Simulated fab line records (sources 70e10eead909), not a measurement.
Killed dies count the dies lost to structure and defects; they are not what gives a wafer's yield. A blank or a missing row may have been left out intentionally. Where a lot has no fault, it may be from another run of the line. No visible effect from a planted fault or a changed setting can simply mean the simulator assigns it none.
A lot that was struck, set against a sound lot ; flow nand_harc ; 15 out of 1302 route steps
Sound: these wafers, L236.1, L236.3, L236.5. Struck: wafer L227.4 (left out: L227.1, L227.5 of the same lot, which were not struck); the cause appears at the end.
Per side, at each step with rows, come the tool, then ch with its chambers, and then its first start. Under that, the readings that differ: sound wafers ; struck wafers ; difference of the means ; sigmas: that difference in standard deviations of wafers without a fault.
alike: a reading whose means differ by less than 2 such deviations, as well as words and numbers matching on both sides. not compared: withheld readings; readings where some wafer has no value; bounds like >300 that might hide an equal value; numbers whose values overlap and for which the record gives no deviation.
A row with sigmas, a row that says differs or no value, or rows on one side alone: a step with any of these is where the two part. Numbers that have no deviation but don't overlap get no sigmas and don't part them. A reading missing from all wafers of one side parts the sides only when that side holds two or more wafers.

NHARC_A_M1_INSPECT_11:
  sound on defect_inspect-01 at day 31 02:44; struck on defect_inspect-02 at day 27 13:54
  alike: raw_defect_count
NHARC_A_M1_DESCUM_14: chemistry O2, time 3 s.
  sound on rie_diel-13 ch 2,3, day 31 02:47; struck on rie_diel-13 ch 3, day 27 13:58
  alike: drypump_motor_current_A, o2_flow_sccm, oes_product_au, rf_vpp_V, showerhead_plenum_p_Torr, throttle_valve_pct
  not compared: rf_hours_counter_h
NHARC_A_M1_ETCH_35: etches the open film in N2/H2, target depth 40 nm, overetch 12 nm, time 43.94 s.
  sound on rie_diel-13 ch 0,1, day 31 02:53; struck on rie_diel-13 ch 1, day 27 14:04
  alike: drypump_motor_current_A, oes_product_au, rf_vpp_V, showerhead_plenum_p_Torr, throttle_valve_pct
  not compared: rf_hours_counter_h
NHARC_A_M1_ETCH_15: etches the open film in C4F8/Ar, target depth 182.5 nm, time 91.2 s.
  sound on rie_diel-13 ch 0,3; struck on rie_diel-13 ch 3
reading;sound;struck;difference;sigmas
oes_product_au (a.u.);0.959 0.970 0.967;0.921;-0.044;-2
  alike: rf_vpp_V
  not compared: rf_hours_counter_h
NHARC_A_M1_CD_MEAS_16:
  sound on cd_sem-02 at day 31 03:06; struck on cd_sem-03 at day 27 14:16
  alike: cd_nm
NHARC_A_M1_STRIP_18: strips in N2/H2.
  sound on rie_diel-09 ch 1,3, day 31 03:10; struck on rie_diel-07 ch 1, day 27 14:20
  alike: drypump_motor_current_A, oes_product_au, rf_vpp_V, showerhead_plenum_p_Torr, throttle_valve_pct
  not compared: rf_hours_counter_h
then, 4 steps without rows for these wafers: NHARC_A_M1_ETCH_28 (etches the open film in CF4/N2, target depth 30 nm, time 72.99 s); NHARC_A_M1_STRIP_19 (strips in post etch residue remover, time 600 s); NHARC_A_M1_DEGAS_29 (time 60 s); NHARC_A_M1_PRE_CLEAN_30 (time 30 s).
NHARC_A_M1_PVD_20: deposits TaN, target thk 5 nm, time 8.06 s.
  sound on pvd_sputter-03; struck on pvd_sputter-01
  alike: throttle_valve_pct
then, 1 step without rows for these wafers: NHARC_A_M1_PVD_21 (deposits Cu, target thk 30 nm, time 20.49 s).
NHARC_A_M1_ECD_22: material Cu, target thk 400 nm.
  sound on ecd_cu-01 ch 0,1, day 31 04:13; struck on ecd_cu-02 ch 1, day 27 15:25
  alike: bath_heat_duty_pct
then, 1 step without rows for these wafers: NHARC_A_M1_ANNEAL_31 (time 90 s).
NHARC_A_M1_CMP_23: polishes, t overpolish 20 s, target thk 154.34 nm.
  sound on cmp-03 ch 0,3, day 31 04:55; struck on cmp-03 ch 2, day 27 16:12
reading;sound;struck;difference;sigmas
time_to_endpoint_s (s);21.4 24.6 24.7;15.7;-7.9;-3
  alike: edge_zone_pressure_frac, motor_current_A

WHERE THEY PART
First at NHARC_A_M1_ETCH_15; last, within this record, at NHARC_A_M1_CMP_23.

WHY: whatever the simulator had introduced
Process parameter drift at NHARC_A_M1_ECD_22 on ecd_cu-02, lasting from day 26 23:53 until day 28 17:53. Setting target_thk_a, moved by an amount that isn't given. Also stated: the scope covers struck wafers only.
